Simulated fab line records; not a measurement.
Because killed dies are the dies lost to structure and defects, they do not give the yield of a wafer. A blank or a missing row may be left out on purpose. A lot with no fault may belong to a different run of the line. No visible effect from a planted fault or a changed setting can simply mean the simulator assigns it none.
Problem report in the 8D (eight disciplines) form, filled by code / flow n5 finfet / the parts of the form that need people (team, actions taken, sign-off) are left out

1. WHAT IS WRONG
N5_GATE_CUT_CMP_23, time to endpoint s: mean 36.8 s over 1 wafer from 1 lot; wafers with no fault: 18.7 s, standard deviation 1.9. That is +9.5 standard deviations from the usual mean.
The step: polishes, stops on SiO2, t overpolish 23.4 s, target thk 16 nm.
Earliest sighting: wafer L167.1 on cmp-01 at day 9 02:41. Wafers with a number at this step in the record: 27, from 9 lots. Rule for "out", or "out of limits": more than 4 standard deviations from the usual mean. The other wafers with a number count as sound.

2. WHAT IT IS; WHAT IT IS NOT
question=which readings at this step | is=time to endpoint s | is not=motor current A, overpolish run s
question=which lots | is=L167 | is not=L153, L154, L157, L158, L159, L164, L171, L172
question=which wafers of those lots | is=L167.1 | is not=L167.2, L167.3
question=read on which tools | is=cmp-01 | is not=cmp-02, cmp-04
question=when | is=from day 9 02:41 | is not=up to then (20 sound wafers); but 6 sound wafers of L171, L172 came after

3. SUSPECTS, AND WHAT RULES EACH OUT
Counting: any tool at a process step up to the reading remains a suspect provided it ran every lot that is out. Sound lots after the first of them don't rule it out here, since some wafers of a struck lot are sound.
- rie diel-06 at N5_GATE_CUT_ETCH_28 (etches underlayer in N2/H2, target depth 13 nm, time 10.4 s): kept. L167, the lot that is out, went through it at day 9 00:24; up to then, the latest sound lot through it was L158 at day 6 17:37.
- rie diel-06 at N5_GATE_CUT_ETCH_36 (etches SiARC in CF4, target depth 13 nm, time 21.7 s): kept. L167, the lot that is out, went through it at day 9 00:25; up to then, the latest sound lot through it was L158 at day 6 17:38.
- cmp-01 at N5_GATE_CUT_CMP_23 (polishes, stops on SiO2, t overpolish 23.4 s, target thk 16 nm): kept. L167, the lot that is out, went through it at day 9 02:41; up to then, the latest sound lot through it was L159 at day 7 03:07. On those wafers its own readings are out: time to endpoint s.
- rie diel-06, N5_GATE_CUT_ETCH_28: wafers that are out in chamber 3, sound lot-mates in chambers 1, 2.
- rie diel-06, N5_GATE_CUT_ETCH_36: wafers that are out in chamber 3, sound lot-mates in chambers 1, 2.
- cmp-01, N5_GATE_CUT_CMP_23: wafers that are out in chamber 0, sound lot-mates in chambers 1, 2.
After the count, these remain: rie diel-06 at N5_GATE_CUT_ETCH_28, rie diel-06 at N5_GATE_CUT_ETCH_36 and cmp-01 at N5_GATE_CUT_CMP_23.

4. THE CAUSE (what the simulator had put in)
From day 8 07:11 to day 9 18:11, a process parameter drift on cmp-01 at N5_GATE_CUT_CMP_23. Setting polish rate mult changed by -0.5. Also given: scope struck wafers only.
Counting leaves 3 suspects; this tool is one of them.

5. THE EFFECT CHAIN, in route order
One row per reading whose mean, taken over the struck wafers that have a number, lies over 3 standard deviations from the usual. Scope: only readings with a usual standard deviation given in the record; hours: median across lots of the time from each lot's start at the first step in this table that gives one to its start at this step; sigmas: change in usual standard deviations.
hours=0; step=N5_GATE_CUT_CMP_23; reading=time to endpoint s; usual=18.7 s; on struck wafers=36.8; change=+18.1; sigmas=+9.5
The process steps in it:
- N5_GATE_CUT_CMP_23: polishes, stops on SiO2, t overpolish 23.4 s, target thk 16 nm.
Later steps that measure or inspect, where all struck wafers having a row at the step show a number for every such reading and not one has moved that far: N5_BEOL_M4_RC_MEAS_101.

6. WHAT WOULD HAVE CAUGHT IT SOONER
In this record the first reading out of limits was taken at day 9 02:41, 20 hours after the fault began at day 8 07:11.
